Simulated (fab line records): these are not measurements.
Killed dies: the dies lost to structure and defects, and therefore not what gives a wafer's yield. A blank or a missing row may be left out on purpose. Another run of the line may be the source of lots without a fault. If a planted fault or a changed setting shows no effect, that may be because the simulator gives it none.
fab line records    flow n5_finfet
[record] lots = 9  wafers = 27  last_day = 18
route steps=1938 shown BEOL_M2@901 BEOL_M4@1111 PASSIVATION@1936
lots that met no fault: taken from a fault-free run of the same line
start_h: hours from the record's opening day to when the first of the lot's shown wafers began    wait_h: hours from the lot's prior step to this one    " unchanged from the row above    L1.1+2: a row that stands for several wafers    - no value, or no start given    * or withheld: withheld    < > ~ a bound
route shown NAME@n: names a module that has steps shown in the file, with the first one's number in the route    usual: mean/standard deviation of fault-free wafers    same: alike in all rows    chamber/n: place in a boat    sites: readings site by site    _std_site: standard deviation across them    _edge_site: mean of outer sites minus mean of inner sites    radius_mm: for every site, how far away it sits from the centre of the wafer    mask NAME#n: copy n    behind: the tool/chamber that last shaped the wafer    hold: why the lot was held/for how many hours/how that ended    device: which transistor (n, p or np) failed to switch    end of line: the same wafers' tests at the end of the route    a step without rows: its recipe alone    killed: dies that structure and defects cost at the first sort, which is not the same as the wafer's yield    map: the dies of a wafer, with x for killed, . for not killed, _ for no die there
set.NAME: the setting as run; set.NAME@STEP: as run at that earlier step    model.NAME: the simulator's own value behind a step, which no gauge read
a sample of lots followed through the steps of the route, with each step as a table and each wafer as a row
services: a tool's chamber out of use, with start hour (start_h, from the record's first day; less than 0 if before it), hours out, and reason
[[steps]]
[step N5_BEOL_M2_ALD_84]
[recipe] material = TaN  target_thk_a = *  temp_c = 275  ald_precursor_family = PDMAT  ald_co_reactant = NH3  pressure_torr = 3  carrier_flow_sccm = 1500  pulse_time_s = 2  purge_time_s = 3  co_reactant_purge_time_s = 2  co_reactant_pulse_time_s = 3  ald_cycles = 30  precursor_vessel_temp_c = 75  precursor_vessel_pressure_torr = 26.25  precursor_vessel_carrier_sccm = 1000
[usual] chamber_pressure_Torr = 3.000/0.0069  heater_power_w = 445/50  precursor_vessel_pressure_torr = 26.25/0.057
[same] ald_cycles = 30  pulse_time_s = 2
lot.wafer  tool          chamber  start_h  wait_h  chamber_pressure_Torr  heater_power_w  precursor_vessel_pressure_torr  since_wet_clean_h
L101.1     ald_metal-04  1        167.58   0.1     2.988                  445             26.30                           1369
L101.3     "             2        "        "       3.012                  438             26.22                           1369
L101.5     "             0        "        "       3.001                  435             26.14                           -
L104.3     ald_metal-02  3        187.79   0.1     3.000                  386             26.29                           4466
L104.5     "             0        "        "       3.003                  458             26.21                           -
L104.6     "             1        "        "       2.992                  413             26.15                           -
L107.1     ald_metal-04  1        206.77   0.1     3.004                  452             26.28                           1408
L107.3     "             3        "        "       3.005                  530             26.27                           1408
L107.5     "             2        "        "       3.008                  429             26.25                           -
L106.3     ald_metal-01  0        209.33   0.1     3.005                  444             26.30                           2949
L106.4     "             3        "        "       3.011                  348             26.30                           2949
L106.6     "             2        "        "       3.005                  433             26.32                           -
L110.1     ald_metal-04  1        225.49   0.1     3.011                  455             26.30                           1427
L110.5     "             0        "        "       3.003                  446             26.25                           -
L110.6     "             1        "        "       3.008                  456             26.24                           -
L111.3     ald_metal-04  3        231.49   0.0     3.006                  512             26.34                           1433
L111.5     "             0        "        "       2.995                  461             26.25                           -
L111.6     "             1        "        "       2.998                  459             26.31                           -
L112.1     ald_metal-01  2        234.91   0.1     3.000                  431             26.17                           2975
L112.4     "             0        "        "       2.995                  446             26.44                           2975
L112.5     "             2        "        "       2.998                  428             26.10                           -
L113.4     ald_metal-01  0        251.60   0.0     2.999                  434             26.24                           2991
L113.5     "             3        "        "       3.009                  342             26.16                           -
L113.6     "             0        "        "       3.005                  456             26.33                           -
L118.1     ald_metal-04  0        287.95   0.1     2.994                  462             26.16                           1489
L118.3     "             1        "        "       3.015                  467             26.26                           1489
L118.5     "             0        "        "       3.001                  448             26.29                           -
[step N5_BEOL_M2_ANNEAL_82]
[recipe] temp_c = 400  time_s = 240  ambient = vacuum
[usual] heater_power_w = 831/87
lot.wafer  tool            chamber  start_h  wait_h  heater_power_w
L101.1     pvd_sputter-03  -        168.80   0.0     684
L101.3     "               -        "        "       913
L101.5     "               -        "        "       736
L104.3     pvd_sputter-02  -        189.31   0.0     900
L104.5     "               -        "        "       913
L104.6     "               -        "        "       832
L107.1     pvd_sputter-01  -        207.89   0.0     874
L107.3     "               -        "        "       824
L107.5     "               -        "        "       692
L106.3     pvd_sputter-01  -        210.29   0.0     802
L106.4     "               -        "        "       828
L106.6     "               -        "        "       840
L110.1     pvd_sputter-03  -        226.76   0.0     742
L110.5     "               -        "        "       892
L110.6     "               -        "        "       977
L111.3     pvd_sputter-01  -        232.62   0.0     692
L111.5     "               -        "        "       879
L111.6     "               -        "        "       685
L112.1     pvd_sputter-02  -        235.91   0.0     832
L112.4     "               -        "        "       920
L112.5     "               -        "        "       897
L113.4     pvd_sputter-03  -        252.84   0.0     752
L113.5     "               -        "        "       671
L113.6     "               -        "        "       742
L118.1     pvd_sputter-03  -        288.93   0.0     679
L118.3     "               -        "        "       771
L118.5     "               -        "        "       892
[step N5_BEOL_M2_ANNEAL_89]
[recipe] temp_c = 400  time_s = 240  ambient = vacuum
[usual] heater_power_w = 830/85
lot.wafer  tool            chamber  start_h  wait_h  heater_power_w
L101.1     pvd_sputter-03  -        169.24   0.0     649
L101.3     "               -        "        "       897
L101.5     "               -        "        "       764
L104.3     pvd_sputter-02  -        189.75   0.0     901
L104.5     "               -        "        "       891
L104.6     "               -        "        "       853
L107.1     pvd_sputter-01  -        208.33   0.0     849
L107.3     "               -        "        "       851
L107.5     "               -        "        "       698
L106.3     pvd_sputter-01  -        210.73   0.0     803
L106.4     "               -        "        "       850
L106.6     "               -        "        "       843
L110.1     pvd_sputter-03  -        227.20   0.0     752
L110.5     "               -        "        "       904
L110.6     "               -        "        "       1024
L111.3     pvd_sputter-01  -        233.06   0.0     702
L111.5     "               -        "        "       878
L111.6     "               -        "        "       700
L112.1     pvd_sputter-02  -        236.35   0.0     852
L112.4     "               -        "        "       901
L112.5     "               -        "        "       900
L113.4     pvd_sputter-03  -        253.28   0.0     746
L113.5     "               -        "        "       674
L113.6     "               -        "        "       740
L118.1     pvd_sputter-03  -        289.37   0.0     682
L118.3     "               -        "        "       760
L118.5     "               -        "        "       886
[step N5_BEOL_M2_CMP_52]
[recipe] stop_on = SiOC  t_overpolish_s = 6.8  down_force_psi = 1  platen_rpm = 50  clearing_platen_down_force_psi = 1.5  clearing_platen_rpm = 50  post_cmp_clean = cu_alkaline  target_thk_nm = 40  clearing_platen_pad_velocity_m_s = 0.99484  pad_velocity_m_s = 0.99484
[usual] barrier_field_endpoint_s = 24.5/0.54  edge_zone_pressure_frac = 1.000/0.0057  head_pressure_psi = 1.0001/0.0023  motor_current_A = 6.1/0.45  overpolish_run_s = 6.799/0.0092  slurry_filter_dp_kPa = 13.49/0.12  time_to_endpoint_s = 61.5/2.3
lot.wafer  tool    chamber  start_h  wait_h  barrier_field_endpoint_s  edge_zone_pressure_frac  head_pressure_psi  motor_current_A  overpolish_run_s  slurry_filter_dp_kPa  time_to_endpoint_s
L101.1     cmp-02  1        170.63   0.3     23.9                      1.012                    1.0002             6.6              6.789             13.51                 59.0
L101.3     "       2        "        "       24.1                      1.002                    0.9993             6.9              6.805             13.40                 59.9
L101.5     "       3        "        "       24.3                      1.002                    1.0039             6.2              6.808             13.61                 58.6
L104.3     cmp-02  3        191.12   0.2     23.8                      1.009                    1.0025             6.2              6.795             13.46                 58.2
L104.5     "       1        "        "       24.3                      1.007                    0.9999             6.5              6.806             13.35                 59.9
L104.6     "       2        "        "       24.9                      0.996                    1.0013             6.4              6.812             13.48                 59.4
L107.1     cmp-02  2        210.13   0.5     23.9                      1.001                    0.9990             7.1              6.794             13.44                 59.7
L107.3     "       1        "        "       41.1                      0.988                    0.9980             6.3              0.036             13.75                 81.9
L107.5     "       2        "        "       24.4                      1.004                    0.9986             6.4              6.795             13.66                 61.3
L106.4     cmp-02  2        215.81   0.2     41.1                      0.987                    1.0000             6.8              0.047             13.57                 80.3
L106.3     "       0        "        "       41.1                      0.989                    1.0012             6.9              0.045             13.52                 80.9
L106.6     "       1        "        "       24.8                      0.997                    0.9998             6.3              6.799             13.30                 61.7
L110.1     cmp-03  1        228.62   0.4     25.1                      0.995                    1.0025             5.5              6.793             13.60                 62.2
L110.5     "       2        "        "       25.4                      1.005                    0.9972             5.0              6.803             13.62                 62.7
L110.6     "       3        "        "       24.4                      0.992                    0.9969             5.3              6.802             13.52                 62.7
L111.3     cmp-03  2        234.43   0.2     24.3                      0.999                    1.0004             5.0              6.791             13.57                 63.8
L111.5     "       0        "        "       24.7                      0.999                    1.0006             7.2              6.811             13.38                 64.2
L111.6     "       1        "        "       24.6                      1.009                    0.9990             6.0              6.798             13.23                 63.4
L112.1     cmp-04  3        237.64   0.3     24.6                      0.998                    0.9984             5.9              6.783             13.31                 62.6
L112.4     "       0        "        "       24.9                      1.004                    1.0007             6.0              6.790             13.61                 63.0
L112.5     "       3        "        "       24.7                      1.008                    0.9962             6.1              6.811             13.61                 60.4
L113.4     cmp-04  0        254.65   0.2     25.9                      1.005                    0.9975             5.9              6.809             13.44                 64.8
L113.5     "       2        "        "       25.4                      0.996                    1.0005             6.1              6.811             13.53                 65.4
L113.6     "       3        "        "       25.5                      0.998                    0.9980             6.1              6.804             13.30                 61.3
L118.3     cmp-02  1        290.70   0.2     24.2                      0.998                    1.0010             6.4              6.788             13.42                 62.8
L118.1     "       3        "        "       23.9                      0.999                    1.0003             5.9              6.791             13.45                 59.8
L118.5     "       1        "        "       23.9                      1.003                    0.9992             6.4              6.795             13.64                 61.2
[step N5_BEOL_M2_THK_MEAS_53]
[recipe] thk_meas_gauge = xrf  reads = Cu_of_BEOL_M2_ECD_50
[usual] M2_THK = 39.0/1.2
lot.wafer  tool           chamber  start_h  wait_h  M2_THK[nm]
L101.1     film_metro-01  -        170.84   -       38.3
L101.3     "              -        "        "       37.8
L101.5     "              -        "        "       38.8
L104.3     film_metro-02  -        191.34   -       38.5
L104.5     "              -        "        "       39.1
L104.6     "              -        "        "       38.1
L107.1     film_metro-01  -        210.42   -       39.5
L107.3     "              -        "        "       151.1
L107.5     "              -        "        "       40.9
L106.3     film_metro-01  -        216.07   -       142.8
L106.4     "              -        "        "       148.4
L106.6     "              -        "        "       38.2
L110.1     film_metro-02  -        228.80   -       41.1
L110.5     "              -        "        "       41.8
L110.6     "              -        "        "       40.1
L111.3     film_metro-02  -        234.65   -       39.7
L111.5     "              -        "        "       39.2
L111.6     "              -        "        "       39.4
L112.1     film_metro-02  -        237.93   -       39.5
L112.4     "              -        "        "       38.0
L112.5     "              -        "        "       39.8
L113.4     film_metro-02  -        254.87   -       40.5
L113.5     "              -        "        "       41.2
L113.6     "              -        "        "       39.6
L118.1     film_metro-02  -        290.96   -       37.3
L118.3     "              -        "        "       39.6
L118.5     "              -        "        "       39.2
[step N5_BEOL_M2_INSPECT_59]
[recipe] inspect_instrument = darkfield  mode = post_dep
[usual] raw_defect_count = 67/20
lot.wafer  tool               chamber  start_h  wait_h  raw_defect_count
L101.1     defect_inspect-01  -        171.13   0.0     57
L101.3     "                  -        "        "       84
L101.5     "                  -        "        "       50
L104.3     defect_inspect-01  -        191.63   0.0     57
L104.5     "                  -        "        "       60
L104.6     "                  -        "        "       67
L107.1     defect_inspect-02  -        210.71   0.0     44
L107.3     "                  -        "        "       5827
L107.5     "                  -        "        "       74
L106.3     defect_inspect-01  -        216.36   0.0     5718
L106.4     "                  -        "        "       5936
L106.6     "                  -        "        "       51
L110.1     defect_inspect-01  -        229.09   0.0     105
L110.5     "                  -        "        "       103
L110.6     "                  -        "        "       95
L111.3     defect_inspect-02  -        234.94   0.0     56
L111.5     "                  -        "        "       68
L111.6     "                  -        "        "       62
L112.1     defect_inspect-01  -        238.26   0.0     45
L112.4     "                  -        "        "       99
L112.5     "                  -        "        "       31
L113.4     defect_inspect-02  -        255.17   0.0     58
L113.5     "                  -        "        "       54
L113.6     "                  -        "        "       110
L118.1     defect_inspect-02  -        291.24   0.0     69
L118.3     "                  -        "        "       76
L118.5     "                  -        "        "       48
[step N5_BEOL_M4_RC_MEAS_101]
[usual] DIBL_N = 36.4/1.2  DIBL_P = 36.1/1.6  IOFF_N = 0.156/0.024  IOFF_P = 0.21/0.031  ION_N = 674/11  ION_P = 463/6.9  SS_N = 71.5/0.5  SS_P = 73.2/0.55  VT_N = 250.0/2.9  VT_P = -250/3.6
lot.wafer  tool       chamber  start_h  wait_h  DIBL_N[mV/V]  DIBL_P[mV/V]  IOFF_N[nA/um]  IOFF_P[nA/um]  ION_N[uA/um]  ION_P[uA/um]  SS_N[mV/dec]  SS_P[mV/dec]  VT_N[mV]  VT_P[mV]
L101.1     prober-01  0        191.95   0.0     36.8          35.8          0.182          0.28           676           470           71.2          73.6          250.4     -245
L101.3     "          0        "        "       38.0          36.4          0.195          0.28           683           467           72.1          74.5          247.6     -242
L101.5     "          0        "        "       37.1          36.3          0.185          0.29           681           471           71.8          73.5          247.4     -243
L104.3     prober-02  0        222.35   0.3     39.1          38.8          0.219          0.26           698           476           72.2          73.5          243.5     -246
L104.5     "          0        "        "       37.1          35.5          0.158          0.21           676           466           71.5          73.5          249.8     -249
L104.6     "          0        "        "       38.8          38.1          0.207          0.25           698           471           71.7          73.9          244.3     -246
L107.1     prober-01  0        227.28   0.0     34.6          32.7          0.127          0.18           661           454           71.4          72.3          255.9     -252
L107.5     "          0        "        "       36.6          35.1          0.156          0.21           678           460           71.4          73.0          250.3     -249
L106.6     prober-02  0        233.18   0.8     40.6          41.5          0.236          0.31           696           477           72.6          73.8          245.4     -242
L110.1     prober-02  0        252.63   0.0     37.7          36.7          0.170          0.20           672           455           71.7          74.1          250.4     -252
L110.5     "          0        "        "       35.5          34.2          0.130          0.16           667           460           70.6          73.1          253.5     -256
L110.6     "          0        "        "       35.6          34.6          0.140          0.17           671           460           71.4          73.3          252.1     -254
L111.3     prober-01  0        255.87   0.3     36.6          34.7          0.131          0.19           657           461           71.2          73.2          252.3     -251
L111.5     "          0        "        "       37.2          35.6          0.152          0.19           670           458           71.5          73.2          250.9     -251
L111.6     "          0        "        "       35.9          34.3          0.130          0.17           664           460           71.3          73.3          251.3     -252
L112.1     prober-01  0        257.99   0.0     35.7          34.8          0.138          0.19           668           461           70.4          73.1          249.6     -249
L112.4     "          0        "        "       35.9          35.4          0.143          0.21           668           461           71.3          72.7          248.5     -250
L112.5     "          0        "        "       36.2          35.9          0.145          0.21           669           466           71.4          72.7          249.6     -248
L113.4     prober-01  0        283.16   0.5     33.6          34.5          0.101          0.16           653           455           70.5          73.0          258.6     -256
L113.5     "          0        "        "       34.9          36.2          0.126          0.18           663           460           71.2          72.9          253.7     -254
L113.6     "          0        "        "       34.4          35.3          0.112          0.17           657           457           70.8          72.4          257.3     -256
L118.1     prober-01  0        314.74   0.0     35.8          35.8          0.156          0.19           678           464           71.4          73.8          248.1     -253
L118.3     "          0        "        "       35.0          34.4          0.141          0.17           674           452           72.0          73.3          251.6     -255
L118.5     "          0        "        "       35.1          34.8          0.140          0.17           681           464           71.5          72.8          248.5     -254
[step N5_PASSIVATION_PROBE_49]
[usual] defect_limited_yield = 91.4/1.5  killed_at_M0_to_M3 = 31/11  killed_at_M4_up = 13/5.5  killed_at_contacts = 13/6.3  killed_at_front_end = 40/13  killed_at_other = 3.3/2.6  killed_dies = 101/18  killed_on_rim = 13/4  killed_open = 67/13  killed_short = 33/7.9  sort_bin_5_function = 5.1/1  sort_bin_6_memory = 3.2/0.68  sort_n_pass = 1079/18  sort_yield_pct = 91.4/1.5
[same] gross_dies = 1180  killed_at_back_side = 0  sort_bin_4_leakage[%] = 0  sort_bin_8_speed[%] = 0
lot.wafer  tool       chamber  start_h  wait_h  defect_limited_yield[%]  killed_at_M0_to_M3  killed_at_M4_up  killed_at_contacts  killed_at_front_end  killed_at_other  killed_dies  killed_on_rim  killed_open  killed_short  sort_bin_5_function[%]  sort_bin_6_memory[%]  sort_n_pass  sort_yield_pct[%]
L106.3     prober-01  -        331.30   0.1     0                        1120                15               13                  26                   6                1180         152            67           23            4.7                     2.9                   0            0
L106.4     prober-01  -        331.35   0.2     0                        1101                15               28                  31                   5                1180         152            77           33            5.5                     3.6                   0            0
L106.6     prober-01  -        331.45   0.3     91.5                     41                  7                21                  23                   8                100          15             76           23            5.2                     3.1                   1080         91.5
L107.1     prober-02  -        333.38   0.0     91.2                     27                  18               21                  35                   3                104          10             70           34            5.3                     3.4                   1076         91.2
L107.3     prober-02  -        333.48   0.1     0                        1078                20               20                  53                   9                1180         152            83           38            6.5                     3.2                   0            0
L107.5     prober-02  -        333.58   0.2     92.4                     16                  4                14                  51                   5                90           13             66           24            4.1                     3.2                   1090         92.4
L112.1     prober-02  -        356.28   0.0     90.4                     28                  22               18                  44                   1                113          13             75           38            5.3                     4.0                   1067         90.4
L112.4     prober-02  -        356.43   0.2     91.5                     37                  10               13                  38                   2                100          16             54           46            5.9                     2.1                   1080         91.5
L112.5     prober-02  -        356.48   0.2     90.5                     36                  16               20                  35                   5                112          14             81           31            5.8                     3.5                   1068         90.5
// killed by level:class
L106.3 BEOL_M2:area_cmp=1090 BEOL_M0_SAQP:geometric_particle:open=13 MOL_CONTACT_COAG:geometric_particle:open=12 BEOL_M4:geometric_particle:open=10 DUMMY_GATE:geometric_particle:open=7 BEOL_M2:geometric_particle:open=7 BEOL_M0_SAQP:geometric_particle:short=6 STI_FIN_REVEAL:geometric_particle:open=4
L106.4 BEOL_M2:area_cmp=1070 MOL_CONTACT_COAG:geometric_particle:open=22 STI_FIN_REVEAL:geometric_particle:open=10 DUMMY_GATE:geometric_particle:open=7 BEOL_M1:geometric_particle:open=7 MOL_CONTACT_COAG:geometric_particle:short=6 BEOL_M0_SAQP:geometric_particle:short=6 BEOL_M2:geometric_particle:open=5
L106.6 MOL_CONTACT_COAG:geometric_particle:open=17 BEOL_M2:geometric_particle:open=11 BEOL_M1:geometric_particle:open=11 BEOL_M0_SAQP:geometric_particle:open=7 ILD0:geometric_particle:open=5 BEOL_M3:geometric_particle:open=5 MOL_CONTACT_COAG:geometric_particle:short=4 BEOL_M4:geometric_particle:open=4
L107.1 MOL_CONTACT_COAG:geometric_particle:open=21 FIN_SAQP:geometric_particle:short=11 STI_FIN_REVEAL:geometric_particle:open=7 BEOL_M4:geometric_particle:open=6 BEOL_M0_SAQP:geometric_particle:open=5 BEOL_M2:geometric_particle:open=5 STARTING-WAFER:geometric_particle:short=4 FIN_SAQP:geometric_particle:open=3
L107.3 BEOL_M2:area_cmp=1059 MOL_CONTACT_COAG:geometric_particle:open=16 FIN_SAQP:geometric_particle:open=15 FIN_SAQP:geometric_particle:short=10 BEOL_M2:geometric_particle:open=7 STI_FIN_REVEAL:geometric_particle:open=6 BEOL_M5:geometric_particle:open=6 GATE_CUT:geometric_particle:short=5
L107.5 FIN_SAQP:geometric_particle:open=13 MOL_CONTACT_COAG:geometric_particle:open=13 FIN_SAQP:geometric_particle:short=11 STI_FIN_REVEAL:geometric_particle:open=10 STARTING-WAFER:geometric_particle:open=5 DUMMY_GATE:geometric_particle:open=4 BEOL_M3:geometric_particle:open=4 BEOL_M2:geometric_particle:open=3
L112.1 MOL_CONTACT_COAG:geometric_particle:open=14 BEOL_M2:geometric_particle:open=12 FIN_SAQP:geometric_particle:short=10 BEOL_M4:geometric_particle:open=10 FIN_SAQP:geometric_particle:open=9 STI_FIN_REVEAL:geometric_particle:open=6 BEOL_M0_SAQP:geometric_particle:open=6 BEOL_M0_SAQP:geometric_particle:short=5
L112.4 BEOL_M0_SAQP:geometric_particle:short=12 MOL_CONTACT_COAG:geometric_particle:open=10 FIN_SAQP:geometric_particle:short=7 STI_FIN_REVEAL:geometric_particle:open=7 BEOL_M2:geometric_particle:open=7 BEOL_M4:geometric_particle:open=6 FIN_SAQP:geometric_particle:open=5 GATE_CUT:geometric_particle:short=5
L112.5 MOL_CONTACT_COAG:geometric_particle:open=16 BEOL_M0_SAQP:geometric_particle:open=10 STI_FIN_REVEAL:geometric_particle:open=8 FIN_SAQP:geometric_particle:short=7 BEOL_M1:geometric_particle:open=7 BEOL_M2:geometric_particle:open=7 FIN_SAQP:geometric_particle:open=5 BEOL_M4:geometric_particle:open=5
[[services]]
tool          chamber  start_h  hours  kind
cmp-03        -        167.87   1.6    repair
cmp-03        -        181.19   5.3    repair
cmp-02        -        183.50   0.6    repair
cmp-03        -        208.50   1.8    repair
ald_metal-01  0        212.99   3.4    repair
cmp-04        -        229.25   4.0    pm
ald_metal-02  1        229.45   7.2    repair
cmp-04        -        233.25   -      consumable_replace:conditioner
cmp-04        -        233.25   -      consumable_replace:pad
cmp-03        -        234.58   4.0    pm
cmp-03        -        238.58   -      consumable_replace:conditioner
cmp-03        -        238.58   -      consumable_replace:pad
cmp-03        -        263.00   0.4    repair
cmp-04        -        265.45   1.7    repair
[[key]]
[first_sign] step = N5_BEOL_M2_CMP_52  reading = overpolish_run_s  direction = down  sigmas = 99+  usual = 6.799  struck = 0.042
[effect] step = N5_BEOL_M2_CMP_52  reading = barrier_field_endpoint_s  direction = up  sigmas = 31  usual = 24.5  struck = 41.1
[effect] step = N5_BEOL_M2_THK_MEAS_53  reading = M2_THK  direction = up  sigmas = 90  usual = 39.0  struck = 147.4
[effect] step = N5_BEOL_M2_INSPECT_59  reading = raw_defect_count  direction = up  sigmas = 99+  usual = 67  struck = 5827
[effect] step = N5_PASSIVATION_PROBE_49  reading = killed_at_M0_to_M3  direction = up  sigmas = 99+  usual = 31  struck = 1100
[more_kills_born_at] N5_BEOL_M2_CMP_52@cmp-02 = 3219
met_at N5_BEOL_M2_CMP_52
struck_lots L106,L107
struck_wafers L106.3,L106.4,L107.3
later_rows_left_out L106.3,L106.4,L107.3
not_acting_at N5_BEOL_M2_ALD_84,N5_BEOL_M2_ANNEAL_82,N5_BEOL_M2_ANNEAL_89
onset_between 191.12 210.13
[fault] kind = process_parameter_drift  tool = cmp-02  chamber = -  onset_h = 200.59  steps = N5_BEOL_M2_CMP_52  channel = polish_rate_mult  offset = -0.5  shape = step  end_h = 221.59  scope = struck_wafers_only
// later_rows_left_out: the simulator's readings of these wafers behind a module that went badly wrong aren't trusted and aren't shown, but for the sort
